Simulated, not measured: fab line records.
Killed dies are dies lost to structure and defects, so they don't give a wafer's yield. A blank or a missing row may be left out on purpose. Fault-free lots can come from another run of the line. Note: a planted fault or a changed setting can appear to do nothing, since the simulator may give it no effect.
fab line records / flow n5_finfet / part 2 of 2: steps 15 to 28 of 28
[record] lots = 5 wafers = 15 last_day = 17
route steps=1938 shown MOL_CONTACT_COAG@574
lots that met no fault: from a run of the same line without faults
start_h: hours from the record's opening day to when the first of the lot's shown wafers began / wait_h: hours since the lot's step before / " same as the row above / L1.1+2: several wafers, shown together as one row / - value missing, or start not given / * or withheld: withheld / < > ~ a bound
route shown NAME@n: NAME is a module with steps in the file, n the number in the route of the first one / usual: mean/standard deviation taken from wafers without a fault / same: alike in all rows / chamber/n: place in a boat / sites: per-site readings / _std_site: standard deviation of those values / _edge_site: mean of outer sites minus mean of inner sites / radius_mm: how far each site lies from the wafer's centre / mask NAME#n: copy n / behind: the last tool/chamber to shape the wafer / hold: cause of the lot's hold/its duration in hours/its outcome / device: which transistor (n, p or np) failed to switch / end of line: at the end of the route, the tests of the same wafers / a step with no rows: only its recipe / killed: the dies lost at the first sort to structure and to defects; this is not the yield of the wafer / map: shows each die of a wafer: x if killed, . if not, _ if none is there
set.NAME: setting as actually run; set.NAME@STEP: the setting as run at that earlier step / model.NAME: the simulator's own value behind a step, which no gauge read
lots seen at some steps along the route; tables by step, rows by wafer
services: a tool's chamber out of use, with start hour (start_h, from the record's first day; less than 0 if before it), hours out, and reason
[[steps]]
[step N5_MOL_CONTACT_COAG_ETCH_47]
[recipe] chemistry = CH3F/O2 target = SiNx target_depth_a = 270 mask_material = SiO2 stop_on = W over_etch_frac = 0.2 ion_energy_ev = 120 endpoint = OES-CN pressure_mtorr = 30 source_w = 395 bias_w = 73 Ar_flow_sccm = 150 CH3F_flow_sccm = 30 O2_flow_sccm = 20 ends = end_point
[usual] drypump_motor_current_A = 5.4/0.48 etch_rf_on_time_s = 31.3/0.95 oes_ar_750_au = 0.80/0.062 oes_product_au = 0.72/0.059 rf_vpp_V = 300/5.7 showerhead_plenum_p_Torr = 2.04/0.072 throttle_valve_pct = 16.32/0.21
lot.wafer=L086.1 tool=rie_diel-01 chamber=2 start_h=177.09 wait_h=0.0 drypump_motor_current_A=5.2 etch_rf_on_time_s=32.3 oes_ar_750_au=0.78 oes_product_au=0.71 rf_hours_counter_h=84 rf_vpp_V=305 showerhead_plenum_p_Torr=2.01 throttle_valve_pct=15.93
lot.wafer=L086.2 tool=rie_diel-01 chamber=1 start_h=177.09 wait_h=0.0 drypump_motor_current_A=5.7 etch_rf_on_time_s=31.4 oes_ar_750_au=0.85 oes_product_au=0.79 rf_hours_counter_h=26 rf_vpp_V=306 showerhead_plenum_p_Torr=2.13 throttle_valve_pct=16.54
lot.wafer=L086.5 tool=rie_diel-01 chamber=2 start_h=177.09 wait_h=0.0 drypump_motor_current_A=5.2 etch_rf_on_time_s=33.0 oes_ar_750_au=0.79 oes_product_au=0.71 rf_hours_counter_h=- rf_vpp_V=302 showerhead_plenum_p_Torr=2.01 throttle_valve_pct=15.94
lot.wafer=L087.1 tool=rie_diel-02 chamber=2 start_h=182.51 wait_h=0.0 drypump_motor_current_A=6.4 etch_rf_on_time_s=31.7 oes_ar_750_au=0.84 oes_product_au=0.75 rf_hours_counter_h=54 rf_vpp_V=292 showerhead_plenum_p_Torr=2.14 throttle_valve_pct=16.37
lot.wafer=L087.5 tool=rie_diel-02 chamber=2 start_h=182.51 wait_h=0.0 drypump_motor_current_A=6.3 etch_rf_on_time_s=31.8 oes_ar_750_au=0.84 oes_product_au=0.75 rf_hours_counter_h=- rf_vpp_V=293 showerhead_plenum_p_Torr=2.14 throttle_valve_pct=16.36
lot.wafer=L087.6 tool=rie_diel-02 chamber=1 start_h=182.51 wait_h=0.0 drypump_motor_current_A=5.0 etch_rf_on_time_s=32.9 oes_ar_750_au=0.78 oes_product_au=0.70 rf_hours_counter_h=- rf_vpp_V=299 showerhead_plenum_p_Torr=2.12 throttle_valve_pct=16.34
lot.wafer=L089.1 tool=rie_diel-02 chamber=3 start_h=192.91 wait_h=0.0 drypump_motor_current_A=5.2 etch_rf_on_time_s=30.4 oes_ar_750_au=0.78 oes_product_au=0.68 rf_hours_counter_h=134 rf_vpp_V=298 showerhead_plenum_p_Torr=2.01 throttle_valve_pct=16.44
lot.wafer=L089.3 tool=rie_diel-02 chamber=2 start_h=192.91 wait_h=0.0 drypump_motor_current_A=6.3 etch_rf_on_time_s=31.3 oes_ar_750_au=0.83 oes_product_au=0.74 rf_hours_counter_h=59 rf_vpp_V=293 showerhead_plenum_p_Torr=2.13 throttle_valve_pct=16.38
lot.wafer=L089.6 tool=rie_diel-02 chamber=1 start_h=192.91 wait_h=0.0 drypump_motor_current_A=5.0 etch_rf_on_time_s=32.8 oes_ar_750_au=0.79 oes_product_au=0.70 rf_hours_counter_h=- rf_vpp_V=296 showerhead_plenum_p_Torr=2.12 throttle_valve_pct=16.35
lot.wafer=L094.1 tool=rie_diel-01 chamber=3 start_h=220.79 wait_h=0.0 drypump_motor_current_A=5.7 etch_rf_on_time_s=32.0 oes_ar_750_au=0.76 oes_product_au=0.66 rf_hours_counter_h=134 rf_vpp_V=296 showerhead_plenum_p_Torr=2.01 throttle_valve_pct=16.68
lot.wafer=L094.4 tool=rie_diel-01 chamber=0 start_h=220.79 wait_h=0.0 drypump_motor_current_A=6.0 etch_rf_on_time_s=30.3 oes_ar_750_au=0.98 oes_product_au=0.88 rf_hours_counter_h=3 rf_vpp_V=308 showerhead_plenum_p_Torr=2.11 throttle_valve_pct=16.03
lot.wafer=L094.6 tool=rie_diel-01 chamber=3 start_h=220.79 wait_h=0.0 drypump_motor_current_A=5.7 etch_rf_on_time_s=31.6 oes_ar_750_au=0.76 oes_product_au=0.66 rf_hours_counter_h=- rf_vpp_V=293 showerhead_plenum_p_Torr=2.01 throttle_valve_pct=16.67
lot.wafer=L095.2 tool=rie_diel-05 chamber=0 start_h=225.32 wait_h=0.0 drypump_motor_current_A=5.4 etch_rf_on_time_s=29.6 oes_ar_750_au=0.88 oes_product_au=0.78 rf_hours_counter_h=71 rf_vpp_V=294 showerhead_plenum_p_Torr=1.94 throttle_valve_pct=16.43
lot.wafer=L095.3 tool=rie_diel-05 chamber=2 start_h=225.32 wait_h=0.0 drypump_motor_current_A=5.2 etch_rf_on_time_s=30.7 oes_ar_750_au=0.94 oes_product_au=0.86 rf_hours_counter_h=5 rf_vpp_V=299 showerhead_plenum_p_Torr=2.04 throttle_valve_pct=15.89
lot.wafer=L095.5 tool=rie_diel-05 chamber=1 start_h=225.32 wait_h=0.0 drypump_motor_current_A=5.6 etch_rf_on_time_s=30.7 oes_ar_750_au=0.76 oes_product_au=0.68 rf_hours_counter_h=- rf_vpp_V=309 showerhead_plenum_p_Torr=2.09 throttle_valve_pct=16.04
[step N5_MOL_CONTACT_COAG_STRIP_119]
[recipe] chemistry = N2/H2 time_s = 30 power_w = 1000 temp_c = 250 pressure_mtorr = withheld n2_flow_sccm = 1750 h2_flow_sccm = 3250
[usual] drypump_motor_current_A = 5.7/0.32 heater_power_w = 354/11
lot.wafer=L086.1 tool=plasma_asher-02 chamber=1 start_h=177.18 wait_h=0.1 drypump_motor_current_A=6.1 heater_power_w=357 rf_hours_counter_h=58
lot.wafer=L086.2 tool=plasma_asher-02 chamber=0 start_h=177.18 wait_h=0.1 drypump_motor_current_A=5.7 heater_power_w=345 rf_hours_counter_h=58
lot.wafer=L086.5 tool=plasma_asher-02 chamber=1 start_h=177.18 wait_h=0.1 drypump_motor_current_A=6.1 heater_power_w=360 rf_hours_counter_h=-
lot.wafer=L087.1 tool=plasma_asher-02 chamber=0 start_h=182.63 wait_h=0.1 drypump_motor_current_A=5.7 heater_power_w=334 rf_hours_counter_h=59
lot.wafer=L087.5 tool=plasma_asher-02 chamber=0 start_h=182.63 wait_h=0.1 drypump_motor_current_A=5.7 heater_power_w=342 rf_hours_counter_h=-
lot.wafer=L087.6 tool=plasma_asher-02 chamber=1 start_h=182.63 wait_h=0.1 drypump_motor_current_A=6.1 heater_power_w=350 rf_hours_counter_h=-
lot.wafer=L089.1 tool=plasma_asher-02 chamber=0 start_h=192.99 wait_h=0.1 drypump_motor_current_A=5.7 heater_power_w=341 rf_hours_counter_h=60
lot.wafer=L089.3 tool=plasma_asher-02 chamber=0 start_h=192.99 wait_h=0.1 drypump_motor_current_A=5.7 heater_power_w=335 rf_hours_counter_h=-
lot.wafer=L089.6 tool=plasma_asher-02 chamber=0 start_h=192.99 wait_h=0.1 drypump_motor_current_A=5.7 heater_power_w=336 rf_hours_counter_h=-
lot.wafer=L094.1 tool=plasma_asher-02 chamber=0 start_h=220.87 wait_h=0.1 drypump_motor_current_A=5.7 heater_power_w=343 rf_hours_counter_h=66
lot.wafer=L094.4 tool=plasma_asher-02 chamber=1 start_h=220.87 wait_h=0.1 drypump_motor_current_A=6.1 heater_power_w=358 rf_hours_counter_h=-
lot.wafer=L094.6 tool=plasma_asher-02 chamber=1 start_h=220.87 wait_h=0.1 drypump_motor_current_A=6.1 heater_power_w=353 rf_hours_counter_h=-
lot.wafer=L095.2 tool=plasma_asher-01 chamber=1 start_h=225.40 wait_h=0.1 drypump_motor_current_A=5.4 heater_power_w=354 rf_hours_counter_h=107
lot.wafer=L095.3 tool=plasma_asher-01 chamber=1 start_h=225.40 wait_h=0.1 drypump_motor_current_A=5.5 heater_power_w=361 rf_hours_counter_h=-
lot.wafer=L095.5 tool=plasma_asher-01 chamber=0 start_h=225.40 wait_h=0.1 drypump_motor_current_A=5.3 heater_power_w=356 rf_hours_counter_h=-
[step N5_MOL_CONTACT_COAG_PRECLEAN_144]
[recipe] chemistry = alkaline_clean temp_c = 60 time_s = 60 do_ppb = 50
lot.wafer=L086.1+2+5 tool=wet_bench-01 chamber=0,5,6 start_h=177.26 wait_h=0.1
lot.wafer=L087.1+5+6 tool=wet_bench-01 chamber=3,7,0 start_h=182.72 wait_h=0.1
lot.wafer=L089.1+3+6 tool=wet_bench-04 chamber=7,2,1 start_h=193.08 wait_h=0.1
lot.wafer=L094.1+4+6 tool=wet_bench-04 chamber=4,5,3 start_h=220.96 wait_h=0.1
lot.wafer=L095.2+3+5 tool=wet_bench-02 chamber=5,4,6 start_h=225.49 wait_h=0.1
[step N5_MOL_CONTACT_COAG_SRD_145]
[recipe] dry = ipa_marangoni time_s = 30 temp_c = 23 rinse_liquid = diw
lot.wafer=L086.1+2+5 tool=wet_bench-01 chamber=0,5,6 start_h=177.28 wait_h=0.0
lot.wafer=L087.1+5+6 tool=wet_bench-01 chamber=3,7,0 start_h=182.74 wait_h=0.0
lot.wafer=L089.1+3+6 tool=wet_bench-04 chamber=7,2,1 start_h=193.10 wait_h=0.0
lot.wafer=L094.1+4+6 tool=wet_bench-04 chamber=4,5,3 start_h=220.98 wait_h=0.0
lot.wafer=L095.2+3+5 tool=wet_bench-02 chamber=5,4,6 start_h=225.53 wait_h=0.0
[step N5_MOL_CONTACT_COAG_CD_MEAS_137]
[recipe] target_cd_nm = 16
[usual] cd_nm = 15.8/0.47
lot.wafer=L086.1 tool=cd_sem-03 chamber=- start_h=177.32 wait_h=0.0 cd_nm=15.6
lot.wafer=L086.2 tool=cd_sem-03 chamber=- start_h=177.32 wait_h=0.0 cd_nm=15.9
lot.wafer=L086.5 tool=cd_sem-03 chamber=- start_h=177.32 wait_h=0.0 cd_nm=15.5
lot.wafer=L087.1 tool=cd_sem-01 chamber=- start_h=182.78 wait_h=0.0 cd_nm=16.2
lot.wafer=L087.5 tool=cd_sem-01 chamber=- start_h=182.78 wait_h=0.0 cd_nm=16.3
lot.wafer=L087.6 tool=cd_sem-01 chamber=- start_h=182.78 wait_h=0.0 cd_nm=16.1
lot.wafer=L089.1 tool=cd_sem-03 chamber=- start_h=193.14 wait_h=0.0 cd_nm=15.2
lot.wafer=L089.3 tool=cd_sem-03 chamber=- start_h=193.14 wait_h=0.0 cd_nm=15.8
lot.wafer=L089.6 tool=cd_sem-03 chamber=- start_h=193.14 wait_h=0.0 cd_nm=15.6
lot.wafer=L094.1 tool=cd_sem-02 chamber=- start_h=221.02 wait_h=0.0 cd_nm=15.2
lot.wafer=L094.4 tool=cd_sem-02 chamber=- start_h=221.02 wait_h=0.0 cd_nm=16.0
lot.wafer=L094.6 tool=cd_sem-02 chamber=- start_h=221.02 wait_h=0.0 cd_nm=15.1
lot.wafer=L095.2 tool=cd_sem-01 chamber=- start_h=225.59 wait_h=0.0 cd_nm=16.7
lot.wafer=L095.3 tool=cd_sem-01 chamber=- start_h=225.59 wait_h=0.0 cd_nm=16.5
lot.wafer=L095.5 tool=cd_sem-01 chamber=- start_h=225.59 wait_h=0.0 cd_nm=15.4
[step N5_MOL_CONTACT_COAG_COAT_62]
[recipe] resist = SOC temp_c = 250 time_s = 60 spin_rpm = 1500 resist_thk_nm = 60
[usual] plate_temp_C = 250.06/0.18
lot.wafer=L086.1 tool=litho_track-01 chamber=0 start_h=177.36 wait_h=0.0 plate_temp_C=250.00
lot.wafer=L086.2 tool=litho_track-01 chamber=0 start_h=177.36 wait_h=0.0 plate_temp_C=250.18
lot.wafer=L086.5 tool=litho_track-01 chamber=0 start_h=177.36 wait_h=0.0 plate_temp_C=250.14
lot.wafer=L087.1 tool=litho_track-02 chamber=0 start_h=182.82 wait_h=0.0 plate_temp_C=250.03
lot.wafer=L087.5 tool=litho_track-02 chamber=0 start_h=182.82 wait_h=0.0 plate_temp_C=250.14
lot.wafer=L087.6 tool=litho_track-02 chamber=0 start_h=182.82 wait_h=0.0 plate_temp_C=249.86
lot.wafer=L089.1 tool=litho_track-01 chamber=0 start_h=193.17 wait_h=0.0 plate_temp_C=249.77
lot.wafer=L089.3 tool=litho_track-01 chamber=0 start_h=193.17 wait_h=0.0 plate_temp_C=249.74
lot.wafer=L089.6 tool=litho_track-01 chamber=0 start_h=193.17 wait_h=0.0 plate_temp_C=249.86
lot.wafer=L094.1 tool=litho_track-04 chamber=0 start_h=221.06 wait_h=0.0 plate_temp_C=250.32
lot.wafer=L094.4 tool=litho_track-04 chamber=0 start_h=221.06 wait_h=0.0 plate_temp_C=249.93
lot.wafer=L094.6 tool=litho_track-04 chamber=0 start_h=221.06 wait_h=0.0 plate_temp_C=250.18
lot.wafer=L095.2 tool=litho_track-01 chamber=0 start_h=225.62 wait_h=0.0 plate_temp_C=249.93
lot.wafer=L095.3 tool=litho_track-01 chamber=0 start_h=225.62 wait_h=0.0 plate_temp_C=249.89
lot.wafer=L095.5 tool=litho_track-01 chamber=0 start_h=225.62 wait_h=0.0 plate_temp_C=249.77
[step N5_MOL_CONTACT_COAG_COAT_63]
[recipe] resist = SiARC temp_c = 220 time_s = 60 spin_rpm = 1500 resist_thk_nm = 10
[usual] plate_temp_C = 220.00/0.18
lot.wafer=L086.1 tool=litho_track-01 chamber=0 start_h=- wait_h=- plate_temp_C=220.02
lot.wafer=L086.2 tool=litho_track-01 chamber=0 start_h=- wait_h=- plate_temp_C=220.26
lot.wafer=L086.5 tool=litho_track-01 chamber=0 start_h=- wait_h=- plate_temp_C=220.25
lot.wafer=L087.1 tool=litho_track-02 chamber=0 start_h=- wait_h=- plate_temp_C=220.13
lot.wafer=L087.5 tool=litho_track-02 chamber=0 start_h=- wait_h=- plate_temp_C=220.12
lot.wafer=L087.6 tool=litho_track-02 chamber=0 start_h=- wait_h=- plate_temp_C=220.19
lot.wafer=L089.1 tool=litho_track-01 chamber=0 start_h=- wait_h=- plate_temp_C=220.25
lot.wafer=L089.3 tool=litho_track-01 chamber=0 start_h=- wait_h=- plate_temp_C=219.76
lot.wafer=L089.6 tool=litho_track-01 chamber=0 start_h=- wait_h=- plate_temp_C=219.77
lot.wafer=L094.1 tool=litho_track-04 chamber=0 start_h=- wait_h=- plate_temp_C=219.77
lot.wafer=L094.4 tool=litho_track-04 chamber=0 start_h=- wait_h=- plate_temp_C=219.86
lot.wafer=L094.6 tool=litho_track-04 chamber=0 start_h=- wait_h=- plate_temp_C=219.94
lot.wafer=L095.2 tool=litho_track-01 chamber=0 start_h=- wait_h=- plate_temp_C=220.22
lot.wafer=L095.3 tool=litho_track-01 chamber=0 start_h=- wait_h=- plate_temp_C=220.12
lot.wafer=L095.5 tool=litho_track-01 chamber=0 start_h=- wait_h=- plate_temp_C=219.88
[step N5_MOL_CONTACT_COAG_COAT_64]
[recipe] resist = underlayer temp_c = 205 time_s = 60 spin_rpm = 1500 resist_thk_nm = 10
[usual] plate_temp_C = 204.96/0.17
lot.wafer=L086.1 tool=litho_track-01 chamber=0 start_h=- wait_h=- plate_temp_C=204.69
lot.wafer=L086.2 tool=litho_track-01 chamber=0 start_h=- wait_h=- plate_temp_C=204.99
lot.wafer=L086.5 tool=litho_track-01 chamber=0 start_h=- wait_h=- plate_temp_C=205.12
lot.wafer=L087.1 tool=litho_track-02 chamber=0 start_h=- wait_h=- plate_temp_C=205.02
lot.wafer=L087.5 tool=litho_track-02 chamber=0 start_h=- wait_h=- plate_temp_C=204.69
lot.wafer=L087.6 tool=litho_track-02 chamber=0 start_h=- wait_h=- plate_temp_C=204.50
lot.wafer=L089.1 tool=litho_track-01 chamber=0 start_h=- wait_h=- plate_temp_C=205.39
lot.wafer=L089.3 tool=litho_track-01 chamber=0 start_h=- wait_h=- plate_temp_C=205.19
lot.wafer=L089.6 tool=litho_track-01 chamber=0 start_h=- wait_h=- plate_temp_C=205.09
lot.wafer=L094.1 tool=litho_track-04 chamber=0 start_h=- wait_h=- plate_temp_C=205.00
lot.wafer=L094.4 tool=litho_track-04 chamber=0 start_h=- wait_h=- plate_temp_C=205.17
lot.wafer=L094.6 tool=litho_track-04 chamber=0 start_h=- wait_h=- plate_temp_C=204.94
lot.wafer=L095.2 tool=litho_track-01 chamber=0 start_h=- wait_h=- plate_temp_C=205.06
lot.wafer=L095.3 tool=litho_track-01 chamber=0 start_h=- wait_h=- plate_temp_C=204.98
lot.wafer=L095.5 tool=litho_track-01 chamber=0 start_h=- wait_h=- plate_temp_C=204.96
[step N5_MOL_CONTACT_COAG_COAT_34]
[recipe] resist = CAR-EUV spin_rpm = 1500 resist_thk_nm = 40
lot.wafer=L086.1+2+5 tool=litho_track-01 chamber=0 start_h=- wait_h=-
lot.wafer=L087.1+5+6 tool=litho_track-02 chamber=0 start_h=- wait_h=-
lot.wafer=L089.1+3+6 tool=litho_track-01 chamber=0 start_h=- wait_h=-
lot.wafer=L094.1+4+6 tool=litho_track-04 chamber=0 start_h=- wait_h=-
lot.wafer=L095.2+3+5 tool=litho_track-01 chamber=0 start_h=- wait_h=-
[step N5_MOL_CONTACT_COAG_EBR_36]
[recipe] solvent = PGMEA ebr_width_mm = 1.5
[same] ebr_width_mm = 1.5
lot.wafer=L086.1+2+5 tool=litho_track-01 chamber=0 start_h=- wait_h=-
lot.wafer=L087.1+5+6 tool=litho_track-02 chamber=0 start_h=- wait_h=-
lot.wafer=L089.1+3+6 tool=litho_track-01 chamber=0 start_h=- wait_h=-
lot.wafer=L094.1+4+6 tool=litho_track-04 chamber=0 start_h=- wait_h=-
lot.wafer=L095.2+3+5 tool=litho_track-01 chamber=0 start_h=- wait_h=-
[step N5_MOL_CONTACT_COAG_SOFTBAKE_35]
[recipe] temp_c = 110 time_s = 60 resist = CAR-EUV
[usual] plate_temp_C = 109.98/0.13
lot.wafer=L086.1 tool=litho_track-01 chamber=0 start_h=- wait_h=- plate_temp_C=109.97
lot.wafer=L086.2 tool=litho_track-01 chamber=0 start_h=- wait_h=- plate_temp_C=110.03
lot.wafer=L086.5 tool=litho_track-01 chamber=0 start_h=- wait_h=- plate_temp_C=109.95
lot.wafer=L087.1 tool=litho_track-02 chamber=0 start_h=- wait_h=- plate_temp_C=110.09
lot.wafer=L087.5 tool=litho_track-02 chamber=0 start_h=- wait_h=- plate_temp_C=110.02
lot.wafer=L087.6 tool=litho_track-02 chamber=0 start_h=- wait_h=- plate_temp_C=110.10
lot.wafer=L089.1 tool=litho_track-01 chamber=0 start_h=- wait_h=- plate_temp_C=109.89
lot.wafer=L089.3 tool=litho_track-01 chamber=0 start_h=- wait_h=- plate_temp_C=109.98
lot.wafer=L089.6 tool=litho_track-01 chamber=0 start_h=- wait_h=- plate_temp_C=110.08
lot.wafer=L094.1 tool=litho_track-04 chamber=0 start_h=- wait_h=- plate_temp_C=109.89
lot.wafer=L094.4 tool=litho_track-04 chamber=0 start_h=- wait_h=- plate_temp_C=109.83
lot.wafer=L094.6 tool=litho_track-04 chamber=0 start_h=- wait_h=- plate_temp_C=109.86
lot.wafer=L095.2 tool=litho_track-01 chamber=0 start_h=- wait_h=- plate_temp_C=110.06
lot.wafer=L095.3 tool=litho_track-01 chamber=0 start_h=- wait_h=- plate_temp_C=109.97
lot.wafer=L095.5 tool=litho_track-01 chamber=0 start_h=- wait_h=- plate_temp_C=110.07
[step N5_MOL_CONTACT_COAG_EXPOSE_37]
[recipe] mask_id = VD na = 0.33 source_shape = annular sigma_inner = 0.3 sigma_outer = 0.7 polarization = unpolarized defocus_nm = 0 dose_mj = 62
lot.wafer=L086.1+2+5 tool=euv_scanner-02 chamber=0 start_h=177.50 wait_h=- mask=VD#0
lot.wafer=L087.1+5+6 tool=euv_scanner-02 chamber=0 start_h=182.95 wait_h=- mask=VD#0
lot.wafer=L089.1+3+6 tool=euv_scanner-01 chamber=0 start_h=193.31 wait_h=- mask=VD#0
lot.wafer=L094.1+4+6 tool=euv_scanner-01 chamber=0 start_h=221.19 wait_h=- mask=VD#0
lot.wafer=L095.2+3+5 tool=euv_scanner-02 chamber=0 start_h=225.89 wait_h=- mask=VD#0
[step N5_MOL_CONTACT_COAG_PEB_38]
[recipe] peb_temp_c = 100 peb_time_s = 60 resist = CAR-EUV
[usual] plate_temp_C = 100.01/0.14
lot.wafer=L086.1 tool=litho_track-04 chamber=0 start_h=177.57 wait_h=0.1 plate_temp_C=100.08
lot.wafer=L086.2 tool=litho_track-04 chamber=0 start_h=177.57 wait_h=0.1 plate_temp_C=99.84
lot.wafer=L086.5 tool=litho_track-04 chamber=0 start_h=177.57 wait_h=0.1 plate_temp_C=100.02
lot.wafer=L087.1 tool=litho_track-04 chamber=0 start_h=183.03 wait_h=0.1 plate_temp_C=100.02
lot.wafer=L087.5 tool=litho_track-04 chamber=0 start_h=183.03 wait_h=0.1 plate_temp_C=100.20
lot.wafer=L087.6 tool=litho_track-04 chamber=0 start_h=183.03 wait_h=0.1 plate_temp_C=100.00
lot.wafer=L089.1 tool=litho_track-04 chamber=0 start_h=193.39 wait_h=0.1 plate_temp_C=99.96
lot.wafer=L089.3 tool=litho_track-04 chamber=0 start_h=193.39 wait_h=0.1 plate_temp_C=99.98
lot.wafer=L089.6 tool=litho_track-04 chamber=0 start_h=193.39 wait_h=0.1 plate_temp_C=99.87
lot.wafer=L094.1 tool=litho_track-04 chamber=0 start_h=221.27 wait_h=0.1 plate_temp_C=100.00
lot.wafer=L094.4 tool=litho_track-04 chamber=0 start_h=221.27 wait_h=0.1 plate_temp_C=99.84
lot.wafer=L094.6 tool=litho_track-04 chamber=0 start_h=221.27 wait_h=0.1 plate_temp_C=100.00
lot.wafer=L095.2 tool=litho_track-04 chamber=0 start_h=225.96 wait_h=0.1 plate_temp_C=99.86
lot.wafer=L095.3 tool=litho_track-04 chamber=0 start_h=225.96 wait_h=0.1 plate_temp_C=99.98
lot.wafer=L095.5 tool=litho_track-04 chamber=0 start_h=225.96 wait_h=0.1 plate_temp_C=99.96
[step N5_MOL_CONTACT_COAG_DEVELOP_39]
[recipe] develop_time_s = 30 developer = TMAH resist = CAR-EUV rinse_liquid = surfactant_rinse dry = air_spin dev_temp_c = 23
lot.wafer=L086.1+2+5 tool=litho_track-04 chamber=0 start_h=- wait_h=-
lot.wafer=L087.1+5+6 tool=litho_track-04 chamber=0 start_h=- wait_h=-
lot.wafer=L089.1+3+6 tool=litho_track-04 chamber=0 start_h=- wait_h=-
lot.wafer=L094.1+4+6 tool=litho_track-04 chamber=0 start_h=- wait_h=-
lot.wafer=L095.2+3+5 tool=litho_track-04 chamber=0 start_h=- wait_h=-
[[services]]
tool=rie_diel-02 chamber=- start_h=154.74 hours=14.6 kind=pm
tool=rie_diel-05 chamber=2 start_h=159.38 hours=5.2 kind=repair
tool=euv_scanner-01 chamber=- start_h=168.38 hours=1.0 kind=pm
tool=rie_diel-02 chamber=1 start_h=170.92 hours=3.2 kind=repair
tool=euv_scanner-02 chamber=- start_h=174.00 hours=1.0 kind=pm
tool=litho_track-01 chamber=- start_h=184.10 hours=- kind=consumable_replace:filter
tool=rie_diel-05 chamber=2 start_h=185.33 hours=- kind=clean
tool=rie_diel-05 chamber=2 start_h=185.33 hours=- kind=consumable_replace:focus_ring
tool=rie_diel-05 chamber=2 start_h=185.33 hours=22.6 kind=scheduled_down
tool=rie_diel-05 chamber=2 start_h=185.33 hours=22.6 kind=vent_cycle
tool=wet_bench-02 chamber=- start_h=190.14 hours=9.7 kind=repair
tool=euv_scanner-02 chamber=0 start_h=190.79 hours=- kind=calibration
tool=rie_diel-01 chamber=0 start_h=194.65 hours=- kind=clean
tool=rie_diel-01 chamber=0 start_h=194.65 hours=- kind=consumable_replace:focus_ring
tool=rie_diel-01 chamber=0 start_h=194.65 hours=- kind=consumable_replace:showerhead
tool=rie_diel-01 chamber=0 start_h=194.65 hours=18.3 kind=scheduled_down
tool=rie_diel-01 chamber=0 start_h=194.65 hours=18.3 kind=vent_cycle
tool=rie_diel-02 chamber=- start_h=201.05 hours=2.8 kind=pm
tool=euv_scanner-01 chamber=0 start_h=202.42 hours=- kind=calibration
tool=wet_bench-02 chamber=- start_h=202.60 hours=0.8 kind=repair
tool=ald_sin-04 chamber=- start_h=214.41 hours=2.8 kind=pm
tool=euv_scanner-01 chamber=- start_h=224.27 hours=1.0 kind=pm
